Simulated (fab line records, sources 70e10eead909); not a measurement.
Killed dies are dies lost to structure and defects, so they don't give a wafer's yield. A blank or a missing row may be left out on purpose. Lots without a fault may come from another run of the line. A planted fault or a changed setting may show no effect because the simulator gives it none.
fab line records | flow nand_harc
record lots=24 wafers=72 last_day=24
route steps=1159 shown A_STAIRCASE@699
lots that met no fault: from a run of the same line without faults
start_h: hours from the record's first day to the start of the lot's first wafer shown | wait_h: hours since the lot's step before | " the same as in the row above | L1.1+2: a row that stands for several wafers | - no value, or no start given | * or withheld: withheld | < > ~ a bound
route shown NAME@n: a module of which the file shows steps, and the number in the route of the first | usual: mean/standard deviation of fault-free wafers | same: alike in all rows | chamber/n: place in a boat | sites: the reading at each site | _std_site: their standard deviation | _edge_site: outer sites' mean less inner sites' | radius_mm: how far each site lies from the wafer's centre | mask NAME#n: copy n | behind: the tool/chamber that last shaped the wafer | hold: why the lot was held/for how many hours/how that ended | device: the transistor (n, p or np) that didn't switch | end of line: the same wafers' tests at the end of the route | a step without rows: its recipe alone | killed: dies lost to structure and defects at the first sort, not the wafer's yield | map: a wafer's dies, x killed, . not, _ none there
set.NAME: the setting as run; set.NAME@STEP: as run at that earlier step | model.NAME: the simulator's own value behind a step, which no gauge read
steps of the route over a sample of lots; a table a step, a row a wafer
services: from which hour (start_h, from the record's first day; less than 0 if before it) a tool's chamber was out of use, for how many hours, and why
## steps
# step NHARC_A_STAIRCASE_ETCHBACK_416
# recipe target_depth_a=360 time_s=7.2 c4f8_flow_sccm=withheld o2_flow_sccm=8 ar_flow_sccm=withheld rf_w=600 bias_w=800 chemistry=C4F8/O2/Ar
# usual oes_product_au=0.934/0.029 rf_vpp_V=724/4.5
# columns lot.wafer tool chamber start_h wait_h oes_product_au rf_hours_counter_h rf_vpp_V
L075.2 rie_diel-02 0 - - 0.926 38 731
L075.1 " 2 " " 0.930 30 727
L075.4 " 2 " " 0.926 - 727
L074.1 rie_diel-01 1 - - 1.022 39 723
L074.6 " 2 " " 1.009 - 721
L074.5 " 3 " " 1.003 - 726
L076.3 rie_diel-08 0 - - 0.986 57 725
L076.4 " 2 " " 1.000 54 716
L076.5 " 1 " " 1.001 - 722
L079.1 rie_diel-02 3 - - 0.918 48 719
L079.4 " 2 " " 0.918 - 725
L079.5 " 3 " " 0.919 - 719
L077.2 rie_diel-08 3 - - 0.923 60 726
L077.4 " 0 " " 0.918 58 726
L077.3 " 1 " " 0.928 56 720
L078.2 rie_diel-08 1 - - 0.925 59 721
L078.4 " 2 " " 0.922 58 716
L078.5 " 1 " " 0.925 - 722
L080.3 rie_diel-08 1 - - 0.924 60 722
L080.6 " 1 " " 0.933 - 722
L080.5 " 2 " " 0.930 - 716
L081.3 rie_diel-02 1 - - 0.915 41 716
L081.6 " 2 " " 0.928 - 726
L081.4 " 3 " " 0.930 - 718
L082.3 rie_diel-02 3 - - 0.932 59 718
L082.2 " 1 " " 0.918 45 718
L082.6 " 3 " " 0.931 - 719
L083.1 rie_diel-08 3 - - 0.928 5 726
L083.2 " 0 " " 0.934 5 725
L083.5 " 3 " " 0.936 - 727
L086.3 rie_diel-01 2 334.96 2.6 0.897 5 724
L086.2 " 3 " " 0.921 6 725
L086.4 " 0 " " 0.898 5 730
L084.1 rie_diel-02 0 - - 0.936 2 731
L084.2 " 2 " " 0.916 2 724
L084.5 " 3 " " 0.932 - 717
L085.1 rie_diel-01 1 - - 0.930 7 723
L085.3 " 3 " " 0.915 9 725
L085.4 " 0 " " 0.907 - 730
L087.2 rie_diel-02 2 - - 0.984 2 726
L087.3 " 3 " " 1.008 2 718
L087.1 " 0 " " 1.013 2 730
L090.3 rie_diel-02 3 - - 0.939 5 719
L090.2 " 1 " " 0.917 4 719
L090.6 " 2 " " 0.920 - 725
L089.4 rie_diel-01 0 355.35 2.6 0.920 12 730
L089.2 " 1 " " 0.943 11 722
L089.5 " 2 " " 0.917 - 721
L088.3 rie_diel-02 0 - - 0.936 6 731
L088.2 " 1 " " 0.903 5 718
L088.6 " 3 " " 0.933 - 718
L091.4 rie_diel-02 3 - - 0.976 9 718
L091.3 " 1 " " 0.950 8 718
L091.6 " 3 " " 0.972 - 719
L092.4 rie_diel-02 0 - - 0.935 9 730
L092.2 " 3 " " 0.917 10 720
L092.5 " 1 " " 0.914 - 718
L093.2 rie_diel-01 3 - - 0.917 19 725
L093.3 " 1 " " 0.936 17 722
L093.5 " 2 " " 0.986 - 721
L095.4 rie_diel-08 2 - - 0.929 32 730
L095.1 " 0 " " 0.917 32 726
L095.6 " 1 " " 0.921 - 721
L094.1 rie_diel-01 0 - - 0.910 23 730
L094.4 " 2 " " 0.906 23 721
L094.6 " 1 " " 0.930 - 722
L096.1 rie_diel-08 2 - - 0.913 36 730
L096.4 " 0 " " 0.913 37 725
L096.6 " 1 " " 0.931 - 719
L097.1 rie_diel-08 0 - - 0.913 39 723
L097.4 " 1 " " 0.922 42 721
L097.6 " 0 " " 0.916 - 725
# step NHARC_A_STAIRCASE_DEP_417
# recipe target_thk_a=600 step_coverage_pct=20 temp_c=400 target_thk_nm=60 flow_sccm=200 rf_w=450 material=Si3N4
# usual heater_power_w=758/110
# columns lot.wafer tool chamber start_h wait_h heater_power_w
L075.1 pecvd-01 0 261.71 - 760
L075.2 " 2 " " 711
L075.4 " 0 " " 728
L074.1 pecvd-03 2 262.96 - 702
L074.5 " 2 " " 691
L074.6 " 0 " " 774
L076.3 pecvd-03 1 279.95 - 765
L076.5 " 2 " " 672
L076.4 " 0 " " 866
L079.1 pecvd-04 1 283.89 - 839
L079.4 " 0 " " 553
L079.5 " 2 " " 916
L077.2 pecvd-03 1 285.56 - 733
L077.3 " 2 " " 682
L077.4 " 1 " " 737
L078.2 pecvd-04 0 291.13 - 535
L078.5 " 0 " " 511
L078.4 " 1 " " 963
L080.3 pecvd-01 2 294.22 - 724
L080.5 " 2 " " 748
L080.6 " 0 " " 794
L081.3 pecvd-04 2 309.28 - 913
L081.4 " 1 " " 782
L081.6 " 2 " " 924
L082.2 pecvd-04 1 315.17 - 983
L082.3 " 2 " " 922
L082.6 " 0 " " 557
L083.1 pecvd-01 2 321.37 - 638
L083.2 " 1 " " 675
L083.5 " 2 " " 653
L086.3 pecvd-04 0 335.38 - 524
L086.2 " 1 " " 899
L086.4 " 2 " " 785
L084.2 pecvd-01 1 341.46 - 726
L084.1 " 0 " " 733
L084.5 " 2 " " 738
L085.1 pecvd-03 1 341.74 - 764
L085.3 " 0 " " 765
L085.4 " 1 " " 752
L087.2 pecvd-03 1 343.62 - 673
L087.1 " 2 " " 685
L087.3 " 0 " " 740
L090.2 pecvd-04 2 352.19 - 854
L090.3 " 1 " " 889
L090.6 " 2 " " 884
L089.2 pecvd-04 0 355.52 - 565
L089.4 " 0 " " 589
L089.5 " 1 " " 829
L088.3 pecvd-03 0 358.06 - 837
L088.2 " 1 " " 713
L088.6 " 0 " " 823
L091.3 pecvd-04 2 364.23 - 917
L091.4 " 1 " " 921
L091.6 " 2 " " 879
L092.2 pecvd-03 0 367.21 - 732
L092.5 " 0 " " 726
L092.4 " 1 " " 815
L093.3 pecvd-04 0 372.92 - 605
L093.2 " 1 " " 925
L093.5 " 1 " " 933
L095.1 pecvd-03 1 387.31 - 783
L095.6 " 2 " " 744
L095.4 " 1 " " 805
L094.1 pecvd-03 0 387.89 - 826
L094.6 " 2 " " 639
L094.4 " 0 " " 855
L096.1 pecvd-03 1 397.77 - 813
L096.6 " 1 " " 824
L096.4 " 0 " " 817
L097.1 pecvd-04 0 403.89 - 609
L097.6 " 1 " " 870
L097.4 " 0 " " 616
# step NHARC_A_STAIRCASE_DEP_322
# recipe target_thk_a=38000 temp_c=400 target_thk_nm=3800 teos_flow_sccm=200 rf_w=500 material=SiO2
# usual heater_power_w=671/100
# columns lot.wafer tool chamber start_h wait_h heater_power_w
L075.1 pecvd-01 2 280.85 0.1 720
L075.2 " 0 " " 731
L075.4 " 1 " " 605
L074.1 pecvd-03 1 280.94 0.2 796
L074.5 " 0 " " 696
L074.6 " 1 " " 638
L076.3 pecvd-01 1 300.54 0.3 626
L076.4 " 1 " " 595
L076.5 " 2 " " 591
L077.3 pecvd-01 0 305.20 0.6 686
L077.2 " 2 " " 598
L077.4 " 0 " " 609
L079.1 pecvd-04 1 305.57 0.9 954
L079.5 " 1 " " 770
L079.4 " 2 " " 705
L078.2 pecvd-04 0 312.60 0.3 498
L078.4 " 2 " " 710
L078.5 " 0 " " 477
L080.3 pecvd-03 0 312.63 0.3 668
L080.5 " 1 " " 631
L080.6 " 2 " " 596
L081.3 pecvd-01 0 328.39 0.1 712
L081.4 " 0 " " 612
L081.6 " 2 " " 588
L083.1 pecvd-01 2 342.73 0.1 704
L083.2 " 1 " " 710
L083.5 " 1 " " 589
L082.3 pecvd-04 1 343.07 0.4 899
L082.2 " 2 " " 859
L082.6 " 1 " " 783
L086.2 pecvd-04 1 354.60 0.2 861
L086.3 " 2 " " 847
L086.4 " 1 " " 789
L084.1 pecvd-03 0 366.20 0.1 810
L084.2 " 2 " " 696
L084.5 " 0 " " 663
L087.1 pecvd-01 1 366.20 0.1 685
L087.2 " 2 " " 667
L087.3 " 0 " " 663
L085.1 pecvd-04 2 366.46 0.3 878
L085.3 " 0 " " 513
L085.4 " 1 " " 804
L092.2 pecvd-03 0 385.25 0.3 737
L092.5 " 1 " " 656
L092.4 " 2 " " 583
L088.3 pecvd-01 1 385.53 0.5 664
L088.2 " 0 " " 767
L088.6 " 1 " " 609
L089.2 pecvd-03 2 385.64 0.6 605
L089.5 " 0 " " 669
L089.4 " 1 " " 644
L090.3 pecvd-01 2 386.20 1.2 678
L090.2 " 0 " " 634
L090.6 " 0 " " 618
L091.3 pecvd-03 0 386.31 1.3 783
L091.4 " 2 " " 607
L091.6 " 0 " " 666
L093.3 pecvd-01 2 392.02 0.1 651
L093.2 " 0 " " 705
L093.5 " 2 " " 573
L095.1 pecvd-03 2 409.28 0.2 689
L095.6 " 1 " " 653
L095.4 " 0 " " 668
L094.1 pecvd-01 2 409.37 0.3 713
L094.4 " 1 " " 595
L094.6 " 2 " " 583
L096.1 pecvd-04 2 419.28 0.2 777
L096.6 " 2 " " 672
L096.4 " 0 " " 496
L097.1 pecvd-04 0 423.48 0.6 536
L097.4 " 2 " " 694
L097.6 " 0 " " 489
# step NHARC_A_STAIRCASE_ETCHBACK_157
# recipe target_depth_a=900 over_etch_frac=0.3 time_s=167.14 ion_energy_ev=120 ch3f_flow_sccm=50 o2_flow_sccm=30 ar_flow_sccm=200 rf_w=500 bias_w=100 chemistry=CH3F/O2
# usual drypump_motor_current_A=5.6/0.54 oes_product_au=0.97/0.032 rf_vpp_V=244.6/1.7 showerhead_plenum_p_Torr=2.48/0.11 throttle_valve_pct=20.664/0.009
# columns lot.wafer tool chamber start_h wait_h drypump_motor_current_A oes_product_au rf_hours_counter_h rf_vpp_V showerhead_plenum_p_Torr throttle_valve_pct
L074.1 rie_diel-02 1 302.32 0.1 5.2 0.97 40 241.8 2.32 20.663
L074.5 " 0 " " 4.9 1.00 - 245.8 2.64 20.667
L074.6 " 1 " " 5.2 0.98 - 243.6 2.32 20.667
L075.1 rie_diel-02 1 302.47 0.2 5.2 0.95 40 242.4 2.32 20.669
L075.2 " 2 " " 6.5 0.96 44 245.6 2.51 20.666
L075.4 " 3 " " 6.6 0.98 54 242.9 2.35 20.673
L076.4 rie_diel-02 3 323.82 0.2 6.6 1.00 65 242.6 2.34 20.670
L076.3 " 2 " " 6.5 0.99 55 245.9 2.51 20.660
L076.5 " 3 " " 6.6 1.00 - 242.8 2.34 20.659
L077.3 rie_diel-08 0 324.18 0.2 5.5 1.00 7 245.5 2.51 20.656
L077.4 " 1 " " 5.2 1.00 8 243.6 2.40 20.669
L077.2 " 2 " " 5.7 1.00 8 247.6 2.66 20.660
L079.4 rie_diel-02 0 325.98 0.2 4.9 1.00 60 246.5 2.64 20.653
L079.1 " 3 " " 6.6 1.00 66 243.5 2.34 20.662
L079.5 " 1 " " 5.2 0.99 - 242.1 2.32 20.662
L078.4 rie_diel-01 1 334.85 0.2 5.6 1.01 5 244.2 2.46 20.674
L078.2 " 3 " " 5.0 0.99 6 244.0 2.51 20.674
L078.5 " 1 " " 5.7 1.01 - 242.7 2.46 20.686
L080.3 rie_diel-08 3 336.30 0.2 6.0 0.95 14 247.2 2.53 20.680
L080.6 " 1 " " 5.2 0.98 - 242.7 2.40 20.647
L080.5 " 2 " " 5.7 0.98 - 247.0 2.65 20.663
L081.4 rie_diel-08 1 350.39 0.2 5.2 1.00 21 243.1 2.40 20.674
L081.3 " 2 " " 5.6 0.99 19 245.7 2.65 20.669
L081.6 " 1 " " 5.2 1.00 - 244.4 2.40 20.675
L082.3 rie_diel-08 0 366.25 0.2 5.6 0.91 25 245.5 2.50 20.677
L082.2 " 1 " " 5.2 0.93 26 244.3 2.39 20.673
L082.6 " 0 " " 5.6 0.92 - 245.4 2.50 20.660
L083.2 rie_diel-01 3 366.96 0.2 5.0 0.99 17 245.1 2.51 20.666
L083.1 " 0 " " 6.0 0.99 15 246.8 2.63 20.674
L083.5 " 2 " " 5.5 1.00 - 244.4 2.42 20.663
L086.2 rie_diel-01 3 378.61 0.2 5.0 1.00 21 245.7 2.50 20.669
L086.4 " 0 " " 6.0 0.99 19 244.9 2.63 20.665
L086.3 " 2 " " 5.5 0.99 19 243.0 2.42 20.655
L084.1 rie_diel-02 1 389.03 0.2 5.3 0.91 16 239.9 2.31 20.645
L084.2 " 2 " " 6.5 0.92 15 243.6 2.50 20.668
L084.5 " 3 " " 6.6 0.93 - 243.4 2.34 20.674
L087.3 rie_diel-01 2 389.25 0.2 5.6 0.90 24 243.8 2.42 20.646
L087.1 " 0 " " 6.0 0.90 24 246.7 2.63 20.666
L087.2 " 1 " " 5.6 0.93 25 243.9 2.45 20.657
L085.1 rie_diel-02 1 390.89 0.2 5.2 0.99 16 241.7 2.31 20.663
L085.3 " 3 " " 6.6 1.00 18 243.0 2.33 20.674
L085.4 " 0 " " 4.9 1.01 19 246.3 2.63 20.668
L092.4 rie_diel-02 3 405.63 0.2 6.6 0.92 21 241.3 2.33 20.661
L092.2 " 1 " " 5.2 0.90 24 241.4 2.31 20.653
L092.5 " 0 " " 4.9 0.93 - 246.6 2.62 20.658
L088.3 rie_diel-08 0 405.93 0.2 5.5 1.00 41 243.4 2.49 20.658
L088.2 " 1 " " 5.2 0.99 43 243.2 2.39 20.673
L088.6 " 3 " " 6.0 0.97 - 245.2 2.52 20.667
L090.3 rie_diel-01 3 406.18 0.1 5.0 0.93 33 243.4 2.50 20.662
L090.2 " 0 " " 6.0 0.92 33 246.3 2.62 20.668
L090.6 " 3 " " 5.0 0.93 - 244.6 2.50 20.672
L089.2 rie_diel-02 3 407.21 0.1 6.6 1.00 21 242.5 2.33 20.656
L089.4 " 2 " " 6.5 1.00 24 244.4 2.50 20.675
L089.5 " 3 " " 6.6 1.01 - 243.5 2.33 20.658
L091.3 rie_diel-02 2 408.07 0.2 6.5 0.98 24 245.2 2.50 20.664
L091.4 " 3 " " 6.6 0.95 22 242.4 2.33 20.664
L091.6 " 2 " " 6.5 0.98 - 244.5 2.50 20.654
L093.3 rie_diel-08 3 410.95 0.2 6.0 0.95 41 244.9 2.52 20.665
L093.2 " 0 " " 5.6 0.95 42 245.5 2.49 20.670
L093.5 " 2 " " 5.6 0.96 - 247.9 2.64 20.651
L094.4 rie_diel-01 1 430.93 0.2 5.6 0.98 39 244.2 2.45 20.662
L094.1 " 2 " " 5.5 0.94 36 244.3 2.41 20.650
L094.6 " 2 " " 5.5 0.95 - 244.3 2.41 20.655
L095.4 rie_diel-08 1 431.59 0.2 5.2 0.93 51 242.1 2.38 20.674
L095.1 " 3 " " 6.0 0.92 48 245.8 2.51 20.667
L095.6 " 0 " " 5.5 0.92 - 244.2 2.49 20.674
L096.1 rie_diel-08 0 442.99 0.2 5.5 0.99 54 243.8 2.49 20.684
L096.4 " 2 " " 5.7 0.99 55 246.4 2.64 20.660
L096.6 " 1 " " 5.2 0.99 - 244.3 2.38 20.666
L097.1 rie_diel-01 3 443.29 0.2 5.0 1.00 44 245.2 2.50 20.652
L097.4 " 1 " " 5.7 1.01 47 244.3 2.44 20.676
L097.6 " 3 " " 5.0 1.00 - 243.6 2.50 20.673
# step NHARC_A_STAIRCASE_DEP_471
# recipe target_thk_a=1000 temp_c=400 pressure_torr=6.5 rf_w=900 teos_flow_sccm=161.4 flow_sccm=2650 target_thk_nm=100 gas=O2 material=SiO2
# usual heater_power_w=576/91 throttle_valve_pct=16.1/0.39
# columns lot.wafer tool chamber start_h wait_h heater_power_w throttle_valve_pct
L074.1 pecvd-01 2 302.68 - 482 16.1
L074.5 " 2 " " 490 16.5
L074.6 " 0 " " 562 15.5
L075.2 pecvd-01 2 302.86 - 451 16.3
L075.1 " 1 " " 486 16.5
L075.4 " 2 " " 474 16.2
L076.3 pecvd-03 0 324.14 - 622 15.8
L076.4 " 0 " " 626 15.9
L076.5 " 1 " " 656 15.6
L077.3 pecvd-03 0 324.44 - 618 15.7
L077.2 " 1 " " 601 15.7
L077.4 " 0 " " 616 16.0
L079.1 pecvd-01 2 326.36 - 547 16.2
L079.5 " 1 " " 600 16.5
L079.4 " 0 " " 575 15.4
L078.2 pecvd-03 1 335.19 - 649 15.5
L078.5 " 0 " " 642 16.0
L078.4 " 2 " " 573 16.6
L080.3 pecvd-04 1 336.69 - 746 16.2
L080.6 " 2 " " 706 16.1
L080.5 " 1 " " 732 15.9
L081.3 pecvd-03 0 350.68 - 591 16.1
L081.4 " 2 " " 487 16.7
L081.6 " 1 " " 609 16.2
L082.3 pecvd-04 2 367.03 - 733 16.3
L082.2 " 1 " " 669 16.1
L082.6 " 2 " " 715 16.3
L083.2 pecvd-04 1 367.51 - 770 16.2
L083.1 " 2 " " 736 16.3
L083.5 " 1 " " 768 16.1
L086.3 pecvd-01 2 379.27 - 482 16.4
L086.2 " 0 " " 549 15.5
L086.4 " 2 " " 465 16.4
L084.1 pecvd-04 1 389.34 - 807 15.7
L084.2 " 0 " " 407 15.8
L084.5 " 0 " " 406 15.8
L087.3 pecvd-01 1 389.53 - 489 16.9
L087.1 " 2 " " 506 15.9
L087.2 " 0 " " 591 15.7
L085.3 pecvd-01 1 391.21 - 505 16.7
L085.1 " 0 " " 611 15.6
L085.4 " 2 " " 567 16.4
L092.2 pecvd-01 0 405.93 - 557 15.4
L092.5 " 1 " " 538 16.6
L092.4 " 2 " " 591 16.2
L088.3 pecvd-03 0 406.22 - 529 16.0
L088.2 " 1 " " 602 15.7
L088.6 " 1 " " 573 15.7
L090.3 pecvd-01 0 406.46 - 473 15.9
L090.2 " 1 " " 546 16.8
L090.6 " 1 " " 551 16.7
L089.2 pecvd-04 0 407.53 - 427 16.0
L089.4 " 2 " " 551 16.5
L089.5 " 1 " " 727 15.6
L091.3 pecvd-04 1 408.36 - 798 15.7
L091.4 " 0 " " 472 15.9
L091.6 " 2 " " 654 16.5
L093.3 pecvd-03 1 411.21 - 612 16.1
L093.2 " 0 " " 610 16.3
L093.5 " 0 " " 614 16.0
L094.1 pecvd-01 0 431.49 - 499 15.8
L094.6 " 1 " " 454 16.0
L094.4 " 2 " " 486 16.6
L095.1 pecvd-04 1 432.14 - 698 15.5
L095.4 " 0 " " 457 15.8
L095.6 " 2 " " 620 16.6
L096.1 pecvd-01 0 443.30 - 598 15.7
L096.6 " 0 " " 592 15.8
L096.4 " 1 " " 491 16.0
L097.1 pecvd-01 0 443.58 - 596 15.7
L097.4 " 2 " " 549 16.4
L097.6 " 1 " " 538 16.0
# step NHARC_A_STAIRCASE_CMP_472
# recipe material=SiO2
# usual motor_current_A=12.3/1.1
# columns lot.wafer tool chamber start_h wait_h motor_current_A
L074.1 cmp-03 1 303.01 0.3 12.5
L074.6 " 3 " " 10.9
L074.5 " 0 " " 11.3
L075.2 cmp-02 3 303.13 0.2 12.2
L075.4 " 0 " " 13.4
L075.1 " 2 " " 11.3
L076.4 cmp-02 0 324.40 0.2 14.0
L076.3 " 2 " " 10.8
L076.5 " 3 " " 12.0
L077.3 cmp-04 1 324.72 0.2 12.4
L077.4 " 2 " " 13.9
L077.2 " 3 " " 14.7
L079.4 cmp-04 2 326.60 0.1 12.8
L079.1 " 3 " " 14.1
L079.5 " 3 " " 14.1
L078.2 cmp-03 3 335.46 0.2 11.4
L078.4 " 1 " " 12.7
L078.5 " 2 " " 11.3
L080.3 cmp-03 0 336.96 0.2 11.3
L080.6 " 3 " " 11.5
L080.5 " 0 " " 11.2
L081.3 cmp-04 1 350.92 0.2 12.7
L081.4 " 3 " " 14.2
L081.6 " 1 " " 13.1
L082.2 cmp-04 1 367.34 0.2 13.1
L082.3 " 3 " " 14.6
L082.6 " 1 " " 12.7
L083.1 cmp-03 0 367.80 0.2 11.1
L083.2 " 2 " " 11.9
L083.5 " 0 " " 11.3
L086.3 cmp-02 2 379.54 0.2 10.7
L086.2 " 3 " " 11.6
L086.4 " 0 " " 14.1
L087.1 cmp-02 3 389.80 0.2 12.3
L087.2 " 0 " " 13.6
L087.3 " 1 " " 11.9
L084.1 cmp-04 3 389.81 0.4 14.7
L084.2 " 0 " " 11.9
L084.5 " 2 " " 13.1
L085.4 cmp-02 1 391.49 0.1 12.0
L085.1 " 2 " " 10.0
L085.3 " 0 " " 13.7
L092.4 cmp-04 0 406.25 0.2 12.6
L092.2 " 1 " " 12.8
L092.5 " 2 " " 13.4
L088.2 cmp-04 2 406.48 0.2 13.1
L088.3 " 3 " " 14.7
L088.6 " 2 " " 12.9
L090.2 cmp-03 2 406.74 0.2 11.9
L090.3 " 0 " " 12.0
L090.6 " 3 " " 10.8
L089.4 cmp-02 2 407.80 0.2 11.1
L089.2 " 0 " " 13.4
L089.5 " 2 " " 11.0
L091.3 cmp-03 2 408.63 0.2 11.9
L091.4 " 0 " " 11.1
L091.6 " 1 " " 12.0
L093.2 cmp-02 0 411.49 0.2 13.4
L093.3 " 1 " " 11.9
L093.5 " 1 " " 11.8
L094.4 cmp-02 0 431.77 0.1 14.1
L094.1 " 1 " " 12.9
L094.6 " 0 " " 13.4
L095.1 cmp-03 2 432.38 0.2 11.2
L095.4 " 3 " " 11.0
L095.6 " 3 " " 11.3
L096.4 cmp-04 3 443.57 0.1 14.4
L096.1 " 1 " " 12.6
L096.6 " 2 " " 13.6
L097.1 cmp-04 1 443.88 0.3 12.2
L097.4 " 2 " " 12.9
L097.6 " 0 " " 12.3
## services
# columns tool chamber start_h hours kind
rie_diel-01 3 240.27 4.8 repair
rie_diel-01 2 241.03 3.9 repair
cmp-02 - 241.34 4.0 pm
rie_diel-02 1 250.78 36.2 repair
cmp-02 - 251.00 3.0 repair
cmp-04 - 255.79 1.4 repair
pecvd-03 - 263.20 0.8 repair
cmp-02 - 287.66 3.3 repair
pecvd-03 - 292.49 13.0 pm
pecvd-04 2 298.32 1.9 repair
cmp-04 - 301.00 4.0 pm
rie_diel-08 - 301.86 9.0 pm
rie_diel-02 0 307.41 9.1 repair
rie_diel-01 - 315.37 9.0 pm
rie_diel-02 - 327.83 9.0 pm
cmp-02 - 337.91 0.6 repair
rie_diel-01 2 340.21 7.5 repair
cmp-04 - 347.10 3.6 repair
pecvd-04 - 376.00 13.0 pm
cmp-04 - 399.00 4.0 pm
rie_diel-02 3 399.67 4.1 repair
pecvd-01 - 418.22 13.0 pm
pecvd-03 0 425.95 13.7 repair
rie_diel-02 2 426.52 13.5 repair
## key
fault none
